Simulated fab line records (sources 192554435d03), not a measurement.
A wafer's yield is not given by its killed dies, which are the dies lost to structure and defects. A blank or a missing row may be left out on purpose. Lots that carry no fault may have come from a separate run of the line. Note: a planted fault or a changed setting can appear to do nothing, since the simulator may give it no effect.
Comparing a struck lot with a sound one + flow n5 finfet + 15 out of 1938 route steps
Sound: these wafers, L955.2, L955.3, L955.4. Struck: wafer L961.4 (L961.2, L961.5, from the same lot, were not struck and are left out); the cause is given at the end.
Each step with rows lists, per side, the tool, then ch with its chambers, then its first start. Under that, the readings that differ: sound wafers + struck wafers + difference of the means + sigmas: that difference in standard deviations of wafers without a fault.
alike: a reading whose means differ by less than 2 such deviations, as well as words and numbers matching on both sides. not compared: withheld readings; readings where some wafer has no value; bounds like >300 that might hide an equal value; numbers whose values overlap and for which the record gives no deviation.
The two part at a step that has a row with sigmas, a row that says differs or no value, or rows on one side only. Numbers that have no deviation but don't overlap get no sigmas and don't part them. A reading that every wafer of one side lacks parts them only if that side has two wafers or more.

N5_BEOL_M0_TRENCH_ETCH_107: etches SiOC in C4F6/O2, target depth 32.8 nm, time 16.4 s.
  sound on rie diel-03 ch 0,1,2, day 7 00:49; struck on rie diel-03 ch 3, day 8 13:50
| reading      | sound       | struck | difference | sigmas |
|--------------|-------------|--------|------------|--------|
| rf vpp V (V) | 658 648 646 | 698    | +47        | +3     |
  alike: C4F6_flow_sccm, drypump motor current A, oes_ar_750_au, oes product au, showerhead plenum p Torr, throttle valve pct
  not compared: rf hours counter h
N5_BEOL_M0_STRIP_142: strips in N2/H2, time 10 s.
  sound on rie diel-03 ch 0,1,2, day 7 00:50; struck on rie diel-03 ch 3, day 8 13:52
  alike: drypump motor current A, oes product au, rf vpp V, showerhead plenum p Torr, throttle valve pct
  not compared: rf hours counter h
N5_BEOL_M0_OCD_MEAS_108:
  sound on ocd-02, day 7 00:55; struck on ocd-01, day 8 13:56
  alike: trench depth nm
then, 2 steps without rows for these wafers: N5_BEOL_M0_HM_STRIP_129 (strips TiN in peroxide tin strip, target depth 17 nm, time 108 s); N5_BEOL_M0_SRD_130 (time 30 s).
N5_BEOL_M0_ETCH_109: etches SiCN in CH3F/O2, target depth 8 nm, overetch 2.4 nm, time 27.4 s.
  sound on rie diel-02 ch 0,1,3, day 7 01:11; struck on rie diel-06 ch 0, day 8 14:16
  alike: drypump motor current A, oes product au, rf vpp V, showerhead plenum p Torr, throttle valve pct
  not compared: rf hours counter h
then, 4 steps without rows for these wafers: N5_BEOL_M0_STRIP_139 (strips in post etch residue remover, time 60 s); N5_BEOL_M0_SRD_111 (time 30 s); N5_BEOL_M0_DEGAS_112 (time 60 s); N5_BEOL_M0_PRE_CLEAN_113 (time 30 s).
N5_BEOL_M0_ALD_136: deposits TaN, pulse time 2 s, purge time 3 s, co reactant purge time 2 s.
  sound on ald metal-02 ch 1,2,3, day 7 01:28; struck on ald metal-02 ch 2, day 8 14:59
  alike: heater power w
after that, 1 step had no rows for these wafers: N5_BEOL_M0_SURFACE_TREAT_137.
N5_BEOL_M0_CVD_115: deposits Co from CCTBA/H2, time 120 s.
  sound on cvd co-01 ch 0,1,2, day 7 01:45; struck on cvd co-01 ch 0, day 8 15:20
| reading          | sound             | struck | difference | sigmas |
|------------------|-------------------|--------|------------|--------|
| run length s (s) | 143.4 141.8 143.1 | 109.5  | -33.3      | -52    |
N5_BEOL_M0_SPUTTER_116: material Cu, target thk 4 nm, time 7.37 s.
  sound on pvd sputter-01, day 7 01:55; struck on pvd sputter-02, day 8 17:17
| reading                | sound          | struck | difference | sigmas |
|------------------------|----------------|--------|------------|--------|
| throttle valve pct (%) | 31.0 31.9 30.6 | 29.0   | -2.2       | -2     |
  alike: chuck gas flow sccm
-- a jump in the record: the struck wafers' starts before and after are 2 days apart (it breaks off in module BEOL_M0 and resumes in module BEOL_M4, where the first step shown is number 1111 of the route) --
N5_BEOL_M4_RC_MEAS_101:
  sound on prober-02 ch 0, day 9 10:53; struck on prober-01 ch 0, day 10 19:17
  alike: DIBL_N, DIBL_P, IOFF_N, IOFF_P, ION_N, ION_P, SS_N, SS_P, VT_N, VT_P

## WHERE THEY PART
At N5_BEOL_M0_TRENCH_ETCH_107 first; at N5_BEOL_M0_SPUTTER_116 last (within this record only). Later steps at which nothing parts them and some readings are alike: N5_BEOL_M4_RC_MEAS_101.

WHY: the cause the simulator had injected
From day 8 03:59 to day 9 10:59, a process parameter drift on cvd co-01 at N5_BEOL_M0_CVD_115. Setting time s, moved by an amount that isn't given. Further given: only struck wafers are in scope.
